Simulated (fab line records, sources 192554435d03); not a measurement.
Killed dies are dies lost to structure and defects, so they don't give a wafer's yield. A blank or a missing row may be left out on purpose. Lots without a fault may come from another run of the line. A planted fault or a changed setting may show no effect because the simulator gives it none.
Which tool did it? | flow n5_finfet | 24 lots, 72 wafers sampled, at 6 steps of a route of 1938

WHAT THE GAUGES READ, wafer by wafer
N5_BEOL_M4_CD_MEAS_11: target cd 16.79 nm. Usual: cd_nm 16.77 nm, standard deviation 0.21.
lot  | measured     | on        | cd_nm (nm)        | flag
L074 | day 7 08:42  | cd_sem-01 | 16.91 17.07 16.59 |
L075 | day 7 08:58  | cd_sem-02 | 17.01 16.61 16.63 |
L076 | day 7 23:13  | cd_sem-03 | 16.78 16.93 16.87 |
L077 | day 7 23:22  | cd_sem-02 | 17.02 17.05 16.57 |
L078 | day 8 11:28  | cd_sem-03 | 16.83 16.73 16.65 |
L080 | day 8 15:09  | cd_sem-02 | 16.62 16.91 16.87 |
L079 | day 8 18:56  | cd_sem-03 | 17.03 16.99 16.78 |
L081 | day 8 21:43  | cd_sem-01 | 16.99 16.94 16.73 |
L082 | day 9 03:27  | cd_sem-01 | 16.43 16.38 17.15 |
L083 | day 9 12:11  | cd_sem-03 | 16.95 16.70 16.87 |
L084 | day 10 03:41 | cd_sem-03 | 16.48 16.79 16.37 |
L086 | day 10 04:32 | cd_sem-03 | 16.61 17.04 16.90 |
L085 | day 10 10:08 | cd_sem-01 | 16.88 17.02 16.92 |
L087 | day 10 15:56 | cd_sem-03 | 16.66 16.65 16.56 |
L088 | day 10 17:35 | cd_sem-03 | 16.84 16.64 16.82 |
L089 | day 11 04:51 | cd_sem-01 | 16.52 16.86 16.57 |
L090 | day 11 08:51 | cd_sem-03 | 16.72 16.74 16.96 |
L091 | day 11 09:01 | cd_sem-02 | 16.95 17.13 16.89 |
L093 | day 12 05:33 | cd_sem-03 | 16.81 17.06 16.94 |
L092 | day 12 11:35 | cd_sem-03 | 16.51 17.04 16.53 |
L094 | day 12 12:42 | cd_sem-03 | 16.58 16.72 16.50 |
L095 | day 13 05:11 | cd_sem-02 | 16.74 16.51 16.74 |
L096 | day 13 16:50 | cd_sem-03 | 16.76 16.95 16.86 |
L097 | day 13 17:50 | cd_sem-02 | 16.67 16.71 16.84 |

N5_BEOL_M4_CD_MEAS_18: pitch 36 nm, target cd 18 nm. Usual: cd_nm 18.03 nm, standard deviation 0.29.
lot  | measured     | on        | cd_nm (nm)        | flag
L074 | day 7 09:25  | cd_sem-01 | 18.33 18.18 18.17 |
L075 | day 7 09:31  | cd_sem-01 | 17.83 17.68 17.60 |
L076 | day 8 00:24  | cd_sem-02 | 17.73 17.91 18.36 |
L077 | day 8 00:32  | cd_sem-03 | 18.22 18.12 18.08 |
L078 | day 8 12:02  | cd_sem-02 | 17.88 18.39 18.52 |
L080 | day 8 15:52  | cd_sem-01 | 18.22 18.40 18.27 |
L079 | day 8 19:42  | cd_sem-02 | 17.93 18.01 18.22 |
L081 | day 8 22:23  | cd_sem-02 | 18.21 17.87 17.79 |
L082 | day 9 04:02  | cd_sem-03 | 17.82 18.02 18.02 |
L083 | day 9 12:45  | cd_sem-02 | 17.95 17.69 17.58 |
L084 | day 10 04:15 | cd_sem-03 | 17.71 18.10 18.08 |
L086 | day 10 05:06 | cd_sem-01 | 17.86 18.46 17.92 |
L085 | day 10 10:41 | cd_sem-01 | 18.61 18.56 17.43 |
L087 | day 10 16:37 | cd_sem-01 | 17.84 17.83 18.13 |
L088 | day 10 18:08 | cd_sem-01 | 18.18 17.44 17.82 |
L089 | day 11 05:25 | cd_sem-02 | 17.86 18.30 17.75 |
L090 | day 11 09:26 | cd_sem-03 | 18.02 17.16 18.05 |
L091 | day 11 09:39 | cd_sem-03 | 17.88 18.29 18.16 |
L093 | day 12 06:07 | cd_sem-01 | 17.96 17.79 18.11 |
L092 | day 12 12:28 | cd_sem-03 | 17.86 17.92 17.59 |
L094 | day 12 13:16 | cd_sem-02 | 17.72 17.69 17.69 |
L095 | day 13 05:44 | cd_sem-03 | 17.98 18.12 18.21 |
L096 | day 13 18:16 | cd_sem-02 | 18.70 18.40 18.16 |
L097 | day 13 18:44 | cd_sem-02 | 18.04 18.77 18.61 |

WHICH TOOL RAN EACH LOT (tool, then ch and the chambers of the sampled wafers, then the start)
lot  | N5_BEOL_M3_VIA_ETCH_34             | N5_BEOL_M4_HM_DEP_02         | N5_BEOL_M4_ETCH_74                 | N5_BEOL_M4_ETCH_64
L074 | rie_diel-04 ch 0,1,2, day 7 03:15  | pvd_sputter-03, day 7 08:11  | rie_diel-02 ch 1,3, day 7 08:55    | rie_diel-02 ch 0,1, day 7 08:58
L075 | rie_diel-06 ch 1,2,3, day 7 03:58  | pvd_sputter-02, day 7 08:34  | rie_diel-01 ch 1,2,3, day 7 09:07  | rie_diel-01 ch 1,2,3, day 7 09:10
L076 | rie_diel-04 ch 0,1,3, day 7 15:50  | pvd_sputter-02, day 7 22:42  | rie_diel-02 ch 0,1,2, day 7 23:54  | rie_diel-02 ch 0,1,2, day 7 23:57
L077 | rie_diel-06 ch 1,2,3, day 7 15:52  | pvd_sputter-01, day 7 22:58  | rie_diel-02 ch 0,2,3, day 8 00:08  | rie_diel-02 ch 0,2,3, day 8 00:11
L078 | rie_diel-06 ch 0,2, day 8 04:49    | pvd_sputter-01, day 8 11:05  | rie_diel-02 ch 1,2, day 8 11:38    | rie_diel-02 ch 1,2, day 8 11:40
L080 | rie_diel-06 ch 0,3, day 8 09:38    | pvd_sputter-01, day 8 14:45  | rie_diel-02 ch 1,2, day 8 15:28    | rie_diel-02 ch 1,2, day 8 15:31
L079 | rie_diel-04 ch 0,2,3, day 8 10:03  | pvd_sputter-03, day 8 18:33  | rie_diel-01 ch 0,2,3, day 8 19:16  | rie_diel-01 ch 0,2,3, day 8 19:18
L081 | rie_diel-06 ch 0,3, day 8 13:48    | pvd_sputter-01, day 8 21:19  | rie_diel-03 ch 1,2, day 8 21:52    | rie_diel-03 ch 1,2, day 8 21:55
L082 | rie_diel-05 ch 0,1, day 8 22:25    | pvd_sputter-01, day 9 03:02  | rie_diel-03 ch 2,3, day 9 03:36    | rie_diel-03 ch 2,3, day 9 03:39
L083 | rie_diel-06 ch 0,1,2, day 9 06:50  | pvd_sputter-03, day 9 11:47  | rie_diel-03 ch 1,2, day 9 12:21    | rie_diel-03 ch 1,2, day 9 12:23
L084 | rie_diel-06 ch 1,2,3, day 9 22:22  | pvd_sputter-02, day 10 03:17 | rie_diel-01 ch 0,1,2, day 10 03:51 | rie_diel-01 ch 0,1,2, day 10 03:53
L086 | rie_diel-05 ch 0,1,3, day 9 23:06  | pvd_sputter-03, day 10 04:09 | rie_diel-01 ch 1,2,3, day 10 04:43 | rie_diel-01 ch 1,2,3, day 10 04:45
L085 | rie_diel-06 ch 1,3, day 10 04:26   | pvd_sputter-02, day 10 09:37 | rie_diel-03 ch 0,1, day 10 10:17   | rie_diel-03 ch 0,1, day 10 10:20
L087 | rie_diel-04 ch 0,1,3, day 10 09:16 | pvd_sputter-01, day 10 15:32 | rie_diel-01 ch 0,1,3, day 10 16:13 | rie_diel-01 ch 0,1,3, day 10 16:16
L088 | rie_diel-06 ch 1,2,3, day 10 12:02 | pvd_sputter-02, day 10 17:11 | rie_diel-02 ch 0,1,2, day 10 17:44 | rie_diel-02 ch 0,1,2, day 10 17:47
L089 | rie_diel-05 ch 0,1,2, day 10 21:53 | pvd_sputter-02, day 11 04:28 | rie_diel-03 ch 0,1, day 11 05:01   | rie_diel-03 ch 0,1, day 11 05:03
L090 | rie_diel-06 ch 0,2,3, day 11 03:28 | pvd_sputter-03, day 11 08:17 | rie_diel-01 ch 1,2,3, day 11 09:00 | rie_diel-01 ch 1,2,3, day 11 09:03
L091 | rie_diel-04 ch 1,2, day 11 03:33   | pvd_sputter-03, day 11 08:23 | rie_diel-02 ch 0,2,3, day 11 09:10 | rie_diel-02 ch 0,2,3, day 11 09:13
L093 | rie_diel-06 ch 0,2,3, day 12 00:20 | pvd_sputter-02, day 12 05:02 | rie_diel-02 ch 0,2,3, day 12 05:43 | rie_diel-02 ch 0,2,3, day 12 05:45
L092 | rie_diel-04 ch 0,1,2, day 12 04:41 | pvd_sputter-03, day 12 11:11 | rie_diel-03 ch 1,2, day 12 11:44   | rie_diel-03 ch 1,2, day 12 11:47
L094 | rie_diel-05 ch 0,1,2, day 12 06:01 | pvd_sputter-02, day 12 12:11 | rie_diel-01 ch 0,2,3, day 12 12:52 | rie_diel-01 ch 0,2,3, day 12 12:55
L095 | rie_diel-06 ch 0,1,2, day 12 23:04 | pvd_sputter-03, day 13 04:40 | rie_diel-02 ch 0,2, day 13 05:20   | rie_diel-02 ch 0,2, day 13 05:23
L096 | rie_diel-06 ch 0,2,3, day 13 09:27 | pvd_sputter-03, day 13 16:26 | rie_diel-02 ch 0,2,3, day 13 17:43 | rie_diel-02 ch 0,2,3, day 13 17:46
L097 | rie_diel-06 ch 1,3, day 13 10:28   | pvd_sputter-02, day 13 17:26 | rie_diel-02 ch 1,2,3, day 13 18:19 | rie_diel-02 ch 1,2,3, day 13 18:22
- N5_BEOL_M3_VIA_ETCH_34: etches the open film in C4F6/O2, target depth 69.4 nm, time 65.9 s.
- N5_BEOL_M4_HM_DEP_02: deposits TiN, target thk 20 nm.
- N5_BEOL_M4_ETCH_74: etches underlayer in N2/H2, target depth 6.5 nm, time 5.2 s.
- N5_BEOL_M4_ETCH_64: etches SOC in N2/H2, target depth 75 nm, overetch 22.5 nm, time 121.9 s.

WHAT THE TOOLS THEMSELVES READ (means of the sampled wafers that have a number; where no wafer has one, the mark that the record gives instead)
N5_BEOL_M3_VIA_ETCH_34. Usual: drypump_motor_current_A 5.7 A, standard deviation 0.38; oes_product_au 0.76 a.u., standard deviation 0.084; rf_vpp_V 669 V, standard deviation 8.1; showerhead_plenum_p_Torr 2.86 Torr, standard deviation 0.089; throttle_valve_pct 30.74 %, standard deviation 0.24.
lot  | tool        | drypump_motor_current_A (A) | oes_product_au (a.u.) | rf_vpp_V (V) | showerhead_plenum_p_Torr (Torr) | throttle_valve_pct (%) | flag
L074 | rie_diel-04 | 6.0                         | 0.73                  | 670          | 2.83                            | 30.97                  |
L075 | rie_diel-06 | 5.7                         | 0.74                  | 672          | 2.88                            | 30.69                  |
L076 | rie_diel-04 | 5.5                         | 0.77                  | 667          | 2.85                            | 30.94                  |
L077 | rie_diel-06 | 5.6                         | 0.73                  | 672          | 2.88                            | 30.67                  |
L078 | rie_diel-06 | 5.8                         | 0.71                  | 675          | 2.92                            | 30.64                  |
L080 | rie_diel-06 | 5.5                         | 0.72                  | 674          | 2.92                            | 30.51                  |
L079 | rie_diel-04 | 5.8                         | 0.87                  | 661          | 2.80                            | 30.96                  |
L081 | rie_diel-06 | 5.6                         | 0.72                  | 673          | 2.92                            | 30.50                  |
L082 | rie_diel-05 | 5.7                         | 0.70                  | 670          | 2.78                            | 30.94                  |
L083 | rie_diel-06 | 5.8                         | 0.71                  | 671          | 2.85                            | 30.75                  |
L084 | rie_diel-06 | 5.6                         | 0.72                  | 671          | 2.87                            | 30.70                  |
L086 | rie_diel-05 | 5.7                         | 0.74                  | 667          | 2.79                            | 30.80                  |
L085 | rie_diel-06 | 5.5                         | 0.73                  | 665          | 2.80                            | 30.72                  |
L087 | rie_diel-04 | 5.5                         | 0.75                  | 668          | 2.85                            | 30.97                  |
L088 | rie_diel-06 | 5.6                         | 0.72                  | 671          | 2.87                            | 30.71                  |
L089 | rie_diel-05 | 5.5                         | 0.75                  | 667          | 2.83                            | 30.88                  |
L090 | rie_diel-06 | 5.6                         | 0.80                  | 675          | 2.93                            | 30.55                  |
L091 | rie_diel-04 | 6.3                         | 0.84                  | 664          | 2.81                            | 30.93                  |
L093 | rie_diel-06 | 5.6                         | 0.80                  | 676          | 2.92                            | 30.55                  |
L092 | rie_diel-04 | 6.0                         | 0.88                  | 667          | 2.81                            | 30.78                  |
L094 | rie_diel-05 | 5.5                         | 0.74                  | 667          | 2.83                            | 30.88                  |
L095 | rie_diel-06 | 5.8                         | 0.78                  | 670          | 2.84                            | 30.71                  |
L096 | rie_diel-06 | 5.6                         | 0.78                  | 675          | 2.92                            | 30.56                  |
L097 | rie_diel-06 | 5.4                         | 0.72                  | 670          | 2.86                            | 30.60                  |

N5_BEOL_M4_HM_DEP_02. Usual: throttle_valve_pct 30.8 %, standard deviation 0.8.
lot  | tool           | throttle_valve_pct (%) | flag
L074 | pvd_sputter-03 | 30.2                   |
L075 | pvd_sputter-02 | 31.5                   |
L076 | pvd_sputter-02 | 31.5                   |
L077 | pvd_sputter-01 | 31.3                   |
L078 | pvd_sputter-01 | 30.5                   |
L080 | pvd_sputter-01 | 31.0                   |
L079 | pvd_sputter-03 | 31.0                   |
L081 | pvd_sputter-01 | 31.2                   |
L082 | pvd_sputter-01 | 31.3                   |
L083 | pvd_sputter-03 | 29.9                   |
L084 | pvd_sputter-02 | 30.6                   |
L086 | pvd_sputter-03 | 29.9                   |
L085 | pvd_sputter-02 | 30.9                   |
L087 | pvd_sputter-01 | 31.2                   |
L088 | pvd_sputter-02 | 31.5                   |
L089 | pvd_sputter-02 | 30.7                   |
L090 | pvd_sputter-03 | 30.3                   |
L091 | pvd_sputter-03 | 30.1                   |
L093 | pvd_sputter-02 | 31.7                   |
L092 | pvd_sputter-03 | 30.5                   |
L094 | pvd_sputter-02 | 31.2                   |
L095 | pvd_sputter-03 | 30.4                   |
L096 | pvd_sputter-03 | 30.5                   |
L097 | pvd_sputter-02 | 31.1                   |

N5_BEOL_M4_ETCH_74. Usual: drypump_motor_current_A 5.8 A, standard deviation 0.44; etch_rf_on_time_s 5.17 s, standard deviation 0.063; h2_flow_sccm 200.0 sccm, standard deviation 0.63; oes_product_au 0.69 a.u., standard deviation 0.077; rf_vpp_V 524.0 V, standard deviation 2.5; showerhead_plenum_p_Torr 2.55 Torr, standard deviation 0.083; throttle_valve_pct 17.71 %, standard deviation 0.22.
lot  | tool        | drypump_motor_current_A (A) | etch_rf_on_time_s (s) | h2_flow_sccm (sccm) | oes_product_au (a.u.) | rf_vpp_V (V) | showerhead_plenum_p_Torr (Torr) | throttle_valve_pct (%) | flag
L074 | rie_diel-02 | 5.2                         | 5.21                  | 199.7               | 0.63                  | 523.4        | 2.47                            | 17.86                  |
L075 | rie_diel-01 | 5.9                         | 5.17                  | 200.0               | 0.72                  | 524.4        | 2.57                            | 17.60                  |
L076 | rie_diel-02 | 5.3                         | 5.08                  | 200.0               | 0.70                  | 524.1        | 2.52                            | 17.79                  |
L077 | rie_diel-02 | 5.7                         | 5.22                  | 200.7               | 0.73                  | 523.9        | 2.58                            | 17.73                  |
L078 | rie_diel-02 | 5.1                         | 5.18                  | 200.7               | 0.66                  | 521.1        | 2.47                            | 17.90                  |
L080 | rie_diel-02 | 5.1                         | 5.16                  | 199.3               | 0.66                  | 521.1        | 2.47                            | 17.91                  |
L079 | rie_diel-01 | 6.0                         | 5.13                  | 200.0               | 0.73                  | 525.9        | 2.61                            | 17.48                  |
L081 | rie_diel-03 | 6.2                         | 5.19                  | 199.3               | 0.61                  | 522.9        | 2.49                            | 17.80                  |
L082 | rie_diel-03 | 6.3                         | 5.20                  | 199.6               | 0.59                  | 522.2        | 2.48                            | 18.10                  |
L083 | rie_diel-03 | 6.2                         | 5.16                  | 199.7               | 0.61                  | 521.9        | 2.48                            | 17.81                  |
L084 | rie_diel-01 | 5.9                         | 5.14                  | 200.1               | 0.72                  | 523.3        | 2.53                            | 17.55                  |
L086 | rie_diel-01 | 5.9                         | 5.12                  | 199.9               | 0.69                  | 523.9        | 2.56                            | 17.63                  |
L085 | rie_diel-03 | 6.1                         | 5.20                  | 200.3               | 0.73                  | 524.0        | 2.53                            | 17.50                  |
L087 | rie_diel-01 | 6.1                         | 5.09                  | 199.5               | 0.74                  | 523.8        | 2.59                            | 17.53                  |
L088 | rie_diel-02 | 5.3                         | 5.14                  | 200.4               | 0.67                  | 522.9        | 2.51                            | 17.81                  |
L089 | rie_diel-03 | 6.1                         | 5.21                  | 200.1               | 0.71                  | 523.4        | 2.53                            | 17.51                  |
L090 | rie_diel-01 | 5.9                         | 5.16                  | 199.2               | 0.69                  | 523.6        | 2.56                            | 17.66                  |
L091 | rie_diel-02 | 5.7                         | 5.22                  | 199.2               | 0.70                  | 523.8        | 2.56                            | 17.79                  |
L093 | rie_diel-02 | 5.7                         | 5.16                  | 200.0               | 0.69                  | 524.4        | 2.56                            | 17.80                  |
L092 | rie_diel-03 | 6.0                         | 5.19                  | 200.2               | 0.59                  | 522.9        | 2.55                            | 17.88                  |
L094 | rie_diel-01 | 6.0                         | 5.16                  | 200.1               | 0.69                  | 525.3        | 2.60                            | 17.54                  |
L095 | rie_diel-02 | 5.5                         | 5.20                  | 199.5               | 0.67                  | 525.6        | 2.55                            | 17.72                  |
L096 | rie_diel-02 | 5.7                         | 5.22                  | 199.4               | 0.67                  | 524.2        | 2.55                            | 17.83                  |
L097 | rie_diel-02 | 5.4                         | 5.30                  | 199.9               | 0.72                  | 525.6        | 2.61                            | 17.80                  |

N5_BEOL_M4_ETCH_64. Usual: drypump_motor_current_A 5.8 A, standard deviation 0.45; h2_flow_sccm 200.1 sccm, standard deviation 0.54; oes_product_au 0.61 a.u., standard deviation 0.067; rf_vpp_V 524.0 V, standard deviation 2.5; showerhead_plenum_p_Torr 2.55 Torr, standard deviation 0.083; throttle_valve_pct 17.67 %, standard deviation 0.22.
lot  | tool        | drypump_motor_current_A (A) | h2_flow_sccm (sccm) | oes_product_au (a.u.) | rf_vpp_V (V) | showerhead_plenum_p_Torr (Torr) | throttle_valve_pct (%) | flag
L074 | rie_diel-02 | 5.0                         | 199.9               | 0.56                  | 521.0        | 2.46                            | 17.71                  |
L075 | rie_diel-01 | 5.9                         | 200.1               | 0.64                  | 525.7        | 2.57                            | 17.55                  |
L076 | rie_diel-02 | 5.3                         | 199.3               | 0.62                  | 524.2        | 2.52                            | 17.73                  |
L077 | rie_diel-02 | 5.7                         | 200.4               | 0.64                  | 524.8        | 2.58                            | 17.69                  |
L078 | rie_diel-02 | 5.1                         | 199.6               | 0.59                  | 521.1        | 2.47                            | 17.86                  |
L080 | rie_diel-02 | 5.1                         | 200.1               | 0.58                  | 521.9        | 2.47                            | 17.86                  |
L079 | rie_diel-01 | 6.0                         | 200.1               | 0.64                  | 525.7        | 2.61                            | 17.44                  |
L081 | rie_diel-03 | 6.2                         | 199.9               | 0.55                  | 522.8        | 2.49                            | 17.75                  |
L082 | rie_diel-03 | 6.3                         | 200.1               | 0.54                  | 521.2        | 2.48                            | 18.07                  |
L083 | rie_diel-03 | 6.2                         | 200.3               | 0.54                  | 522.5        | 2.48                            | 17.77                  |
L084 | rie_diel-01 | 5.9                         | 200.0               | 0.63                  | 524.2        | 2.53                            | 17.51                  |
L086 | rie_diel-01 | 5.9                         | 199.8               | 0.61                  | 524.5        | 2.56                            | 17.59                  |
L085 | rie_diel-03 | 6.1                         | 200.2               | 0.65                  | 523.2        | 2.53                            | 17.46                  |
L087 | rie_diel-01 | 6.1                         | 200.3               | 0.65                  | 524.8        | 2.59                            | 17.49                  |
L088 | rie_diel-02 | 5.3                         | 200.0               | 0.60                  | 521.9        | 2.51                            | 17.76                  |
L089 | rie_diel-03 | 6.1                         | 199.9               | 0.64                  | 522.8        | 2.53                            | 17.47                  |
L090 | rie_diel-01 | 5.9                         | 200.3               | 0.61                  | 524.3        | 2.56                            | 17.61                  |
L091 | rie_diel-02 | 5.6                         | 200.3               | 0.61                  | 524.2        | 2.56                            | 17.76                  |
L093 | rie_diel-02 | 5.6                         | 200.0               | 0.61                  | 523.7        | 2.56                            | 17.76                  |
L092 | rie_diel-03 | 6.0                         | 200.4               | 0.52                  | 523.4        | 2.54                            | 17.83                  |
L094 | rie_diel-01 | 6.0                         | 199.7               | 0.61                  | 525.8        | 2.60                            | 17.50                  |
L095 | rie_diel-02 | 5.6                         | 199.7               | 0.60                  | 524.4        | 2.55                            | 17.69                  |
L096 | rie_diel-02 | 5.6                         | 200.5               | 0.60                  | 524.8        | 2.55                            | 17.78                  |
L097 | rie_diel-02 | 5.4                         | 200.9               | 0.65                  | 525.2        | 2.61                            | 17.76                  |

THE ANSWER, worked out from the rows above alone
Rule: a lot is off if the mean of its wafers that have a number lies more than 3 standard deviations from the usual mean. A lot without any number at a reading at which 4 lots or more have one is off too. The other lots that the step has rows for count as sound. The gauges are gone through in route order, then the tools' own readings, and for those a lot's mean is taken as printed above. The first step at which some lot is off is used, and at that step the reading that is off furthest; a lot without a number counts as furthest.
No lot is off at any reading shown: from this, nothing can be told.

WHAT THE SIMULATOR HAD PUT IN
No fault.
